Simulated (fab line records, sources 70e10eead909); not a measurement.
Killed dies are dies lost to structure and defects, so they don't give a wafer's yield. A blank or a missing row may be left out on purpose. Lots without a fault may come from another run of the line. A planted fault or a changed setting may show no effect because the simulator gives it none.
Which tool did it? | flow nand_harc | 24 lots, 72 wafers sampled, at 5 steps of a route of 1159

WHAT THE GAUGES READ, wafer by wafer
NHARC_P_STI_INSPECT_25. Usual: raw_defect_count 194, standard deviation 64.
lot  | measured    | on                | raw_defect_count | flag
L075 | day 3 19:09 | defect_inspect-02 | 129 167 105      |
L074 | day 3 19:09 | defect_inspect-01 | 171 176 224      |
L077 | day 4 08:01 | defect_inspect-01 | 146 132 194      |
L076 | day 4 08:01 | defect_inspect-02 | 289 204 142      |
L079 | day 4 18:52 | defect_inspect-02 | 189 160 219      |
L078 | day 4 18:52 | defect_inspect-01 | 249 194 134      |
L080 | day 5 09:24 | defect_inspect-02 | 170 209 178      |
L081 | day 5 09:25 | defect_inspect-01 | 214 183 208      |
L082 | day 5 14:30 | defect_inspect-02 | 141 182 195      |
L083 | day 6 00:08 | defect_inspect-02 | 382 195 153      |
L084 | day 6 07:13 | defect_inspect-01 | 307 323 213      |
L086 | day 6 21:31 | defect_inspect-01 | 194 254 314      |
L085 | day 6 21:31 | defect_inspect-02 | 95 106 156       |
L088 | day 7 02:07 | defect_inspect-01 | 137 108 165      |
L087 | day 7 02:07 | defect_inspect-02 | 211 167 119      |
L089 | day 7 02:07 | defect_inspect-02 | 211 280 137      |
L090 | day 7 16:45 | defect_inspect-02 | 300 293 269      |
L091 | day 7 21:28 | defect_inspect-02 | 143 155 194      |
L092 | day 8 05:07 | defect_inspect-01 | 208 183 266      |
L093 | day 8 12:29 | defect_inspect-02 | 181 231 372      |
L094 | day 8 12:29 | defect_inspect-01 | 170 103 210      |
L096 | day 9 01:21 | defect_inspect-02 | 141 225 104      |
L095 | day 9 01:21 | defect_inspect-01 | 135 228 128      |
L097 | day 9 12:52 | defect_inspect-01 | 308 249 173      |

NHARC_P_M0_OVL_MEAS_10: pitch 180 nm. Usual: overlay_x_nm 0.0 nm, standard deviation 0.68; overlay_y_nm 0.2 nm, standard deviation 0.77.
lot  | measured     | on         | overlay_x_nm (nm) | overlay_y_nm (nm) | flag
L075 | day 6 04:33  | overlay-01 | 0.0 0.1 -0.3      | 1.5 0.9 1.2       |
L074 | day 6 05:12  | overlay-02 | 0.6 0.8 0.7       | 1.1 1.1 0.8       |
L077 | day 6 08:20  | overlay-02 | -1.3 -0.8 -0.8    | 1.2 0.5 1.1       |
L076 | day 6 13:14  | overlay-02 | 1.1 1.5 1.3       | -0.4 -0.5 -0.3    |
L079 | day 6 19:46  | overlay-02 | 0.2 0.7 -0.1      | -0.3 0.1 0.3      |
L078 | day 6 19:05  | overlay-02 | 0.6 -0.3 -0.3     | 0.3 0.2 -0.5      |
L080 | day 7 18:32  | overlay-01 | 0.2 -0.6 -0.3     | 0.0 -0.2 -0.7     |
L081 | day 7 17:59  | overlay-02 | 0.9 0.3 1.2       | -1.3 -1.6 -1.4    |
L082 | day 7 17:30  | overlay-01 | -1.2 -1.0 -1.0    | 1.0 1.3 0.8       |
L083 | day 8 02:35  | overlay-02 | 0.5 0.5 0.3       | -0.3 -0.1 -0.3    |
L084 | day 8 11:14  | overlay-01 | 0.3 0.1 0.4       | 0.5 -0.1 0.9      |
L086 | day 8 22:50  | overlay-01 | 0.3 0.2 0.8       | 0.5 0.4 0.7       |
L085 | day 8 23:23  | overlay-02 | -0.8 -0.6 -0.7    | 0.1 0.3 0.4       |
L088 | day 9 10:16  | overlay-01 | 0.7 -0.1 0.8      | -0.1 -0.6 -0.2    |
L087 | day 9 04:22  | overlay-02 | 0.0 0.3 -0.1      | -1.6 -1.3 -1.2    |
L089 | day 9 01:38  | overlay-02 | -0.6 -0.6 0.1     | 0.9 0.1 0.1       |
L090 | day 10 02:01 | overlay-01 | 0.0 -0.1 -0.3     | -1.3 -1.4 -1.1    |
L091 | day 10 02:26 | overlay-01 | -0.8 -0.7 -0.7    | 0.3 -0.4 0.0      |
L092 | day 10 07:58 | overlay-02 | 1.0 0.3 0.3       | 0.9 1.4 0.9       |
L093 | day 10 13:04 | overlay-01 | 1.3 1.5 1.3       | -0.1 0.4 -0.3     |
L094 | day 10 14:56 | overlay-01 | -0.9 -0.9 -1.1    | 1.0 0.2 0.4       |
L096 | day 11 04:56 | overlay-01 | -0.2 -0.2 -0.4    | 1.1 0.9 1.0       |
L095 | day 11 00:02 | overlay-01 | -0.5 -1.3 -1.5    | 0.7 0.7 0.1       |
L097 | day 11 13:18 | overlay-02 | -0.3 -0.4 -0.3    | 0.7 0.3 0.5       |

NHARC_P_M1_INSPECT_11. Usual: raw_defect_count 4.0, standard deviation 2.4.
lot  | measured     | on                | raw_defect_count | flag
L075 | day 6 08:41  | defect_inspect-01 | 5 1 3            |
L074 | day 6 09:20  | defect_inspect-01 | 6 12 10          |
L077 | day 6 12:19  | defect_inspect-01 | 3 5 5            |
L076 | day 6 17:35  | defect_inspect-02 | 5 4 4            |
L079 | day 6 23:45  | defect_inspect-02 | 5 5 6            |
L078 | day 6 23:11  | defect_inspect-02 | 9 2 4            |
L080 | day 7 22:40  | defect_inspect-02 | 2 3 5            |
L081 | day 7 22:05  | defect_inspect-02 | 0 3 2            |
L082 | day 7 21:35  | defect_inspect-01 | 6 6 2            |
L083 | day 8 06:50  | defect_inspect-02 | 6 5 7            |
L084 | day 8 15:43  | defect_inspect-02 | 5 1 1            |
L086 | day 9 03:01  | defect_inspect-02 | 3 9 8            |
L085 | day 9 03:38  | defect_inspect-01 | 9 3 12           |
L088 | day 9 14:20  | defect_inspect-01 | 3 3 2            |
L087 | day 9 08:35  | defect_inspect-01 | 2 2 2            |
L089 | day 9 05:51  | defect_inspect-02 | 3 3 3            |
L090 | day 10 06:08 | defect_inspect-01 | 6 6 2            |
L091 | day 10 06:34 | defect_inspect-01 | 8 2 3            |
L092 | day 10 12:06 | defect_inspect-01 | 2 4 7            |
L093 | day 10 17:07 | defect_inspect-01 | 1 2 5            |
L094 | day 10 19:06 | defect_inspect-01 | 2 7 3            |
L096 | day 11 10:23 | defect_inspect-02 | 1 4 7            |
L095 | day 11 04:07 | defect_inspect-01 | 4 2 4            |
L097 | day 11 17:28 | defect_inspect-02 | 3 4 4            |

WHICH TOOL RAN EACH LOT (tool, then ch and the chambers of the sampled wafers, then the start)
lot  | NHARC_P_CONTACT_STRIP_28           | NHARC_P_M0_PVD_20
L075 | rie_diel-10 ch 1,2,3, day 5 16:50  | pvd_sputter-01, day 6 08:41 or earlier
L074 | rie_diel-11 ch 1,2,3, day 5 17:43  | pvd_sputter-03, day 6 09:20 or earlier
L077 | rie_diel-10 ch 0,2, day 6 05:09    | pvd_sputter-02, day 6 12:19 or earlier
L076 | rie_diel-10 ch 0,2,3, day 6 05:49  | pvd_sputter-01, day 6 17:35 or earlier
L079 | rie_diel-10 ch 0,2, day 6 16:34    | pvd_sputter-01, day 6 23:45 or earlier
L078 | rie_diel-10 ch 0,2,3, day 6 15:56  | pvd_sputter-03, day 6 23:11 or earlier
L080 | rie_diel-11 ch 0,2,3, day 7 11:56  | pvd_sputter-02, day 7 22:40 or earlier
L081 | rie_diel-10 ch 1,2,3, day 7 11:50  | pvd_sputter-02, day 7 22:05 or earlier
L082 | rie_diel-11 ch 0,1,2, day 7 11:05  | pvd_sputter-02, day 7 21:35 or earlier
L083 | rie_diel-11 ch 0,1,2, day 7 19:20  | pvd_sputter-01, day 8 06:50 or earlier
L084 | rie_diel-11 ch 0,1,3, day 8 06:27  | pvd_sputter-03, day 8 15:43 or earlier
L086 | rie_diel-11 ch 0,2, day 8 18:10    | pvd_sputter-03, day 9 03:01 or earlier
L085 | rie_diel-11 ch 0,1,2, day 8 18:46  | pvd_sputter-01, day 9 03:38 or earlier
L088 | rie_diel-02 ch 0,1, day 9 04:58    | pvd_sputter-01, day 9 14:20 or earlier
L087 | rie_diel-10 ch 0,3, day 9 01:14    | pvd_sputter-02, day 9 08:35 or earlier
L089 | rie_diel-10 ch 0,1,3, day 8 22:28  | pvd_sputter-01, day 9 05:51 or earlier
L090 | rie_diel-11 ch 0,1, day 9 18:36    | pvd_sputter-01, day 10 06:08 or earlier
L091 | rie_diel-10 ch 0,2,3, day 9 20:11  | pvd_sputter-01, day 10 06:34 or earlier
L092 | rie_diel-11 ch 0,3, day 10 04:24   | pvd_sputter-02, day 10 12:06 or earlier
L093 | rie_diel-11 ch 0,1,2, day 10 10:04 | pvd_sputter-01, day 10 17:07 or earlier
L094 | rie_diel-10 ch 0,1,3, day 10 11:47 | pvd_sputter-02, day 10 19:06 or earlier
L096 | rie_diel-10 ch 0,1, day 10 21:26   | pvd_sputter-03, day 11 10:23 or earlier
L095 | rie_diel-10 ch 0,1,3, day 10 20:58 | pvd_sputter-03, day 11 04:07 or earlier
L097 | rie_diel-02 ch 1,2,3, day 11 10:17 | pvd_sputter-01, day 11 17:28 or earlier
- NHARC_P_CONTACT_STRIP_28: strips in O2.
- NHARC_P_M0_PVD_20: deposits TaN, target thk 5 nm, time 8.06 s.

WHAT THE TOOLS THEMSELVES READ (means of the sampled wafers that have a number; where no wafer has one, the mark that the record gives instead)
NHARC_P_CONTACT_STRIP_28. Usual: drypump_motor_current_A 5.7 A, standard deviation 0.4; oes_product_au 0.999 a.u., standard deviation 0.009; rf_vpp_V 57.8 V, standard deviation 0.89; showerhead_plenum_p_Torr 3.50 Torr, standard deviation 0.13; throttle_valve_pct 17.037 %, standard deviation 0.0073.
lot  | tool        | drypump_motor_current_A (A) | oes_product_au (a.u.) | rf_vpp_V (V) | showerhead_plenum_p_Torr (Torr) | throttle_valve_pct (%) | flag
L075 | rie_diel-10 | 5.4                         | 0.993                 | 58.1         | 3.44                            | 17.034                 |
L074 | rie_diel-11 | 6.1                         | 1.003                 | 57.7         | 3.49                            | 17.032                 |
L077 | rie_diel-10 | 5.4                         | 0.996                 | 57.4         | 3.59                            | 17.041                 |
L076 | rie_diel-10 | 5.6                         | 1.006                 | 58.1         | 3.50                            | 17.036                 |
L079 | rie_diel-10 | 5.6                         | 1.001                 | 57.1         | 3.56                            | 17.033                 |
L078 | rie_diel-10 | 5.6                         | 1.005                 | 57.8         | 3.50                            | 17.042                 |
L080 | rie_diel-11 | 5.8                         | 1.000                 | 58.4         | 3.58                            | 17.038                 |
L081 | rie_diel-10 | 5.3                         | 0.995                 | 56.3         | 3.44                            | 17.044                 |
L082 | rie_diel-11 | 6.0                         | 1.001                 | 58.1         | 3.57                            | 17.039                 |
L083 | rie_diel-11 | 5.9                         | 0.992                 | 58.8         | 3.57                            | 17.028                 |
L084 | rie_diel-11 | 5.9                         | 0.992                 | 57.8         | 3.50                            | 17.037                 |
L086 | rie_diel-11 | 5.9                         | 0.997                 | 58.0         | 3.65                            | 17.030                 |
L085 | rie_diel-11 | 5.9                         | 0.999                 | 57.9         | 3.57                            | 17.041                 |
L088 | rie_diel-02 | 5.9                         | 0.995                 | 58.3         | 3.59                            | 17.038                 |
L087 | rie_diel-10 | 5.7                         | 1.009                 | 57.1         | 3.46                            | 17.037                 |
L089 | rie_diel-10 | 5.6                         | 0.998                 | 57.6         | 3.41                            | 17.048                 |
L090 | rie_diel-11 | 6.0                         | 0.993                 | 57.2         | 3.49                            | 17.032                 |
L091 | rie_diel-10 | 5.6                         | 0.992                 | 57.3         | 3.49                            | 17.036                 |
L092 | rie_diel-11 | 5.7                         | 1.000                 | 57.4         | 3.51                            | 17.040                 |
L093 | rie_diel-11 | 5.9                         | 0.992                 | 58.3         | 3.57                            | 17.028                 |
L094 | rie_diel-10 | 5.5                         | 1.004                 | 57.1         | 3.41                            | 17.041                 |
L096 | rie_diel-10 | 5.5                         | 1.002                 | 58.3         | 3.47                            | 17.036                 |
L095 | rie_diel-10 | 5.5                         | 1.012                 | 57.1         | 3.41                            | 17.041                 |
L097 | rie_diel-02 | 5.8                         | 0.995                 | 58.3         | 3.54                            | 17.035                 |

NHARC_P_M0_PVD_20. Usual: throttle_valve_pct 30.4 %, standard deviation 1.1.
lot  | tool           | throttle_valve_pct (%) | flag
L075 | pvd_sputter-01 | 30.6                   |
L074 | pvd_sputter-03 | 29.8                   |
L077 | pvd_sputter-02 | 30.1                   |
L076 | pvd_sputter-01 | 30.8                   |
L079 | pvd_sputter-01 | 31.0                   |
L078 | pvd_sputter-03 | 30.0                   |
L080 | pvd_sputter-02 | 29.5                   |
L081 | pvd_sputter-02 | 30.1                   |
L082 | pvd_sputter-02 | 29.5                   |
L083 | pvd_sputter-01 | 30.7                   |
L084 | pvd_sputter-03 | 30.9                   |
L086 | pvd_sputter-03 | 30.0                   |
L085 | pvd_sputter-01 | 30.2                   |
L088 | pvd_sputter-01 | 30.5                   |
L087 | pvd_sputter-02 | 28.8                   |
L089 | pvd_sputter-01 | 31.1                   |
L090 | pvd_sputter-01 | 30.7                   |
L091 | pvd_sputter-01 | 30.9                   |
L092 | pvd_sputter-02 | 29.9                   |
L093 | pvd_sputter-01 | 31.1                   |
L094 | pvd_sputter-02 | 29.9                   |
L096 | pvd_sputter-03 | 30.1                   |
L095 | pvd_sputter-03 | 30.2                   |
L097 | pvd_sputter-01 | 31.6                   |

THE ANSWER, worked out from the rows above alone
Rule: a lot is off if the mean of its wafers that have a number lies more than 3 standard deviations from the usual mean. A lot without any number at a reading at which 4 lots or more have one is off too. The other lots that the step has rows for count as sound. The gauges are gone through in route order, then the tools' own readings, and for those a lot's mean is taken as printed above. The first step at which some lot is off is used, and at that step the reading that is off furthest; a lot without a number counts as furthest.
No lot is off at any reading shown: from this, nothing can be told.

WHAT THE SIMULATOR HAD PUT IN
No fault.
